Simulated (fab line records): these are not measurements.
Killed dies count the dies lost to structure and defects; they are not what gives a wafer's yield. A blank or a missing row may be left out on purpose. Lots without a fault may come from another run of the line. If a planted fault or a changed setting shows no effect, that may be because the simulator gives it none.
fab line records | flow n5-finfet
[record] lots = 7 | wafers = 21
route steps=1938 shown MIM_TOP_LITHO@1843
start-h: hours from the record's first day to the start of the lot's first wafer shown | wait-h: hours since the lot's step before | " repeats the value in the row above | L1.1+2: a row that stands for several wafers | - value missing, or start not given | * or withheld: withheld | < > ~ a bound
route shown NAME@n: a module of which the file shows steps, and the number in the route of the first | usual: the fault-free wafers' mean and standard deviation | same: alike in all rows | chamber/n: place in a boat | sites: readings site by site | _std_site: their standard deviation | _edge_site: outer sites' mean less inner sites' | radius-mm: how far each site lies from the wafer's centre | mask NAME#n: copy n | behind: the most recent tool/chamber to have shaped the wafer | hold: why the lot was held/for how many hours/how that ended | device: whichever transistor did not switch (one of n, p or np) | end of line: the same wafers' tests at the end of the route | a step with no rows: only its recipe | killed: not the wafer's yield, but the dies lost to structure and defects at the first sort | map: the dies of a wafer, with x for killed, . for not killed, _ for no die there
set.NAME: setting as actually run; set.NAME@STEP: the setting as run at that earlier step | model.NAME: the simulator's own value behind a step, which no gauge read
lots where settings were altered on purpose, with a table for each step and a row for each wafer
[[steps]]
[step N5_MIM_TOP_LITHO_EXPOSE_05]
[recipe] mask-id = MIM_TOP | na = 0.55 | source-shape = conventional | sigma-outer = 0.8 | polarization = unpolarized | target-cd-nm = 2000 | dose-mj = 20.5
lot.wafer  | tool           | chamber | start-h | wait-h | mask      | set.dose-mj
L076.2+3   | krf-scanner-01 | 0       | 268.64  | -      | MIM_TOP#0 | 20.5
L076.6     | "              | 0       | "       | "      | MIM_TOP#0 | 19.64
L084.1+5+6 | krf-scanner-01 | 0       | 326.12  | -      | MIM_TOP#0 | 21.99
L088.1+4   | krf-scanner-01 | 0       | 352.34  | -      | MIM_TOP#0 | 20.5
L088.5     | "              | 0       | "       | "      | MIM_TOP#0 | 21.27
L089.2+5+6 | krf-scanner-01 | 0       | 353.81  | -      | MIM_TOP#0 | 20.5
L090.3     | krf-scanner-02 | 0       | 364.28  | -      | MIM_TOP#0 | 21.41
L090.5+6   | "              | 0       | "       | "      | MIM_TOP#0 | 20.5
L093.2+4   | krf-scanner-02 | 0       | 375.11  | -      | MIM_TOP#0 | 21.23
L093.5     | "              | 0       | "       | "      | MIM_TOP#0 | 20.5
L094.2     | krf-scanner-02 | 0       | 380.85  | -      | MIM_TOP#0 | 19.98
L094.4+6   | "              | 0       | "       | "      | MIM_TOP#0 | 20.5
[step N5_MIM_TOP_LITHO_PEB_06]
[recipe] peb-temp-c = withheld | peb-time-s = *
[step N5_MIM_TOP_LITHO_DEVELOP_07]
[recipe] develop-time-s = 60 | rinse-liquid = diw | dry = air-spin | dev-temp-c = 21
[step N5_MIM_TOP_LITHO_HARDBAKE_09]
[recipe] temp-c = 130 | time-s = 120
[step N5_MIM_TOP_LITHO_CD_MEAS_08]
[recipe] target-cd-nm = 2000 | landing-energy-ev = 500 | detector = se-inlens
[usual] cd-nm = 1998.6/1.5
lot.wafer | tool      | chamber | start-h | wait-h | set.dose-mj@MIM_TOP_LITHO_EXPOSE_05 | cd-nm
L076.2    | cd-sem-02 | 0       | 268.81  | -      | 20.5                                | 2000.2
L076.3    | "         | 0       | "       | "      | 20.5                                | 1999.0
L076.6    | "         | 0       | "       | "      | 19.64                               | 2007.0
L084.1    | cd-sem-01 | 0       | 326.30  | -      | 21.99                               | 1987.5
L084.5    | "         | 0       | "       | "      | 21.99                               | 1988.0
L084.6    | "         | 0       | "       | "      | 21.99                               | 1987.8
L088.1    | cd-sem-01 | 0       | 352.52  | -      | 20.5                                | 2001.1
L088.4    | "         | 0       | "       | "      | 20.5                                | 1999.6
L088.5    | "         | 0       | "       | "      | 21.27                               | 1992.9
L089.2    | cd-sem-03 | 0       | 353.99  | -      | 20.5                                | 1997.9
L089.5    | "         | 0       | "       | "      | 20.5                                | 1996.5
L089.6    | "         | 0       | "       | "      | 20.5                                | 1998.0
L090.3    | cd-sem-03 | 0       | 364.45  | -      | 21.41                               | 1989.1
L090.5    | "         | 0       | "       | "      | 20.5                                | 1997.2
L090.6    | "         | 0       | "       | "      | 20.5                                | 1999.2
L093.2    | cd-sem-02 | 0       | 375.28  | -      | 21.23                               | 1991.1
L093.4    | "         | 0       | "       | "      | 21.23                               | 1988.8
L093.5    | "         | 0       | "       | "      | 20.5                                | 1997.4
L094.2    | cd-sem-02 | 0       | 381.02  | -      | 19.98                               | 2005.9
L094.4    | "         | 0       | "       | "      | 20.5                                | 2000.0
L094.6    | "         | 0       | "       | "      | 20.5                                | 1998.7
[step N5_MIM_TOP_LITHO_DESCUM_10]
[recipe] chemistry = O2 | time-s = 7.9 | source-power-w = 50 | bias-power-w = 20 | pressure-mtorr = 20 | rf-frequency-hz = 2.712e+07 | temp-c = 40 | o2-flow-sccm = 225
lot.wafer  | tool        | chamber | start-h | wait-h | set.dose-mj@MIM_TOP_LITHO_EXPOSE_05 | model.MIM_TOP_LITHO.cd-nm
L076.2     | rie-diel-02 | 0       | 268.90  | 0.0    | 20.5                                | 2000
L076.3     | "           | 1       | "       | "      | 20.5                                | 1999
L076.6     | "           | 1       | "       | "      | 19.64                               | 2007
L084.1+5+6 | rie-diel-01 | 3,3,2   | 326.73  | 0.4    | 21.99                               | 1988
L088.1     | rie-diel-02 | 2       | 353.27  | 0.6    | 20.5                                | 2001
L088.4     | "           | 0       | "       | "      | 20.5                                | 1999
L088.5     | "           | 2       | "       | "      | 21.27                               | 1993
L089.2+6   | rie-diel-01 | 3,0     | 354.74  | 0.7    | 20.5                                | 1998
L089.5     | "           | 1       | "       | "      | 20.5                                | 1997
L090.3     | rie-diel-05 | 1       | 364.57  | 0.1    | 21.41                               | 1989
L090.5     | "           | 3       | "       | "      | 20.5                                | 1997
L090.6     | "           | 0       | "       | "      | 20.5                                | 1999
L093.2     | rie-diel-05 | 3       | 375.47  | 0.1    | 21.23                               | 1991
L093.4     | "           | 1       | "       | "      | 21.23                               | 1989
L093.5     | "           | 3       | "       | "      | 20.5                                | 1998
L094.2     | rie-diel-01 | 1       | 381.10  | 0.0    | 19.98                               | 2006
L094.4     | "           | 3       | "       | "      | 20.5                                | 2000
L094.6     | "           | 2       | "       | "      | 20.5                                | 1998
[[key]]
[split] step = N5_MIM_TOP_LITHO_EXPOSE_05 | setting = dose-mj | stated = 20.5 | by = wafer
[response] step = N5_MIM_TOP_LITHO_CD_MEAS_08 | reading = cd-nm | change = -2.02 | per = 1% | r = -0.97
[response] step = N5_MIM_TOP_LITHO_DESCUM_10 | reading = model.MIM_TOP_LITHO.cd-nm | change = -2.05 | per = 1% | r = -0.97
